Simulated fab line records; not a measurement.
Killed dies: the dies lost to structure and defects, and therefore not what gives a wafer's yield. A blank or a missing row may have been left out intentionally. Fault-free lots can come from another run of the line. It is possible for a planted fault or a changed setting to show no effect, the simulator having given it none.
Chamber matching ; flow nandHarc ; 3 sister chambers for NHARC_A_CONTACT_DEP_85 on pecvd-01
The step deposits SiON, target thk 50 nm. 36 wafers are shown with their chamber, then 12 later ones without.

## WAFERS, EACH WITH ITS CHAMBER
wafer;chamber;heaterPowerW (W)
L074.1;1;852
L074.5;0;741
L074.6;2;783
L075.1;2;857
L075.2;0;791
L075.4;2;852
L076.2;2;824
L076.4;0;784
L076.6;1;758
L081.2;2;731
L081.3;0;654
L081.4;2;735
L081.1;1;782
L081.5;1;771
L081.6;0;655
L083.1;1;772
L083.2;2;780
L083.3;0;778
L083.4;2;785
L083.5;1;767
L083.6;0;770
L086.2;2;865
L086.5;1;819
L086.6;2;868
L085.2;2;791
L085.4;2;803
L085.6;2;811
L088.3;2;828
L088.4;0;699
L088.5;2;827
L095.2;1;812
L095.3;0;710
L095.4;0;713
L095.1;2;836
L095.5;1;835
L095.6;2;811

SIGNATURES (averages over the wafers above)
reading;chamber 0;chamber 1;chamber 2;scatter within a chamber
heaterPowerW;729.50;796.44;811.00;42.4
Rule: for each reading, subtract the chamber's mean from the wafer's reading, divide by that reading's scatter and square the result; add these up over the readings and take the root, which gives the wafer's distance from the chamber. The wafer belongs to the nearest chamber; if the next one is less than 2 further off, it can't be placed. The scatter: take each reading less its chamber's mean, square it, sum over the shown wafers, divide by the number of wafers less the number of chambers, and take the root.

## WAFERS WHOSE CHAMBER IS MISSING
wafer;heaterPowerW (W)
L092.1;692
L092.5;722
L092.6;722
L097.1;752
L097.2;711
L097.4;771
L097.3;771
L097.5;773
L097.6;722
L096.3;851
L096.4;840
L096.6;767

## EACH ONE'S CHAMBER
wafer;from the rows above;in truth
L092.1;can't be placed: 0 or 1 or 2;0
L092.5;can't be placed: 0 or 1 or 2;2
L092.6;can't be placed: 0 or 1 or 2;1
L097.1;can't be placed: 0 or 1 or 2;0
L097.2;can't be placed: 0 or 1 or 2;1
L097.4;can't be placed: 1 or 2 or 0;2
L097.3;can't be placed: 1 or 2 or 0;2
L097.5;can't be placed: 1 or 2 or 0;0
L097.6;can't be placed: 0 or 1 or 2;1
L096.3;can't be placed: 2 or 1 or 0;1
L096.4;can't be placed: 2 or 1 or 0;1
L096.6;can't be placed: 1 or 0 or 2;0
Correctly placed: 0 of 12. From these rows, 12 cannot be placed; in 12 the true chamber is one of the candidates. 0 placed wrongly.
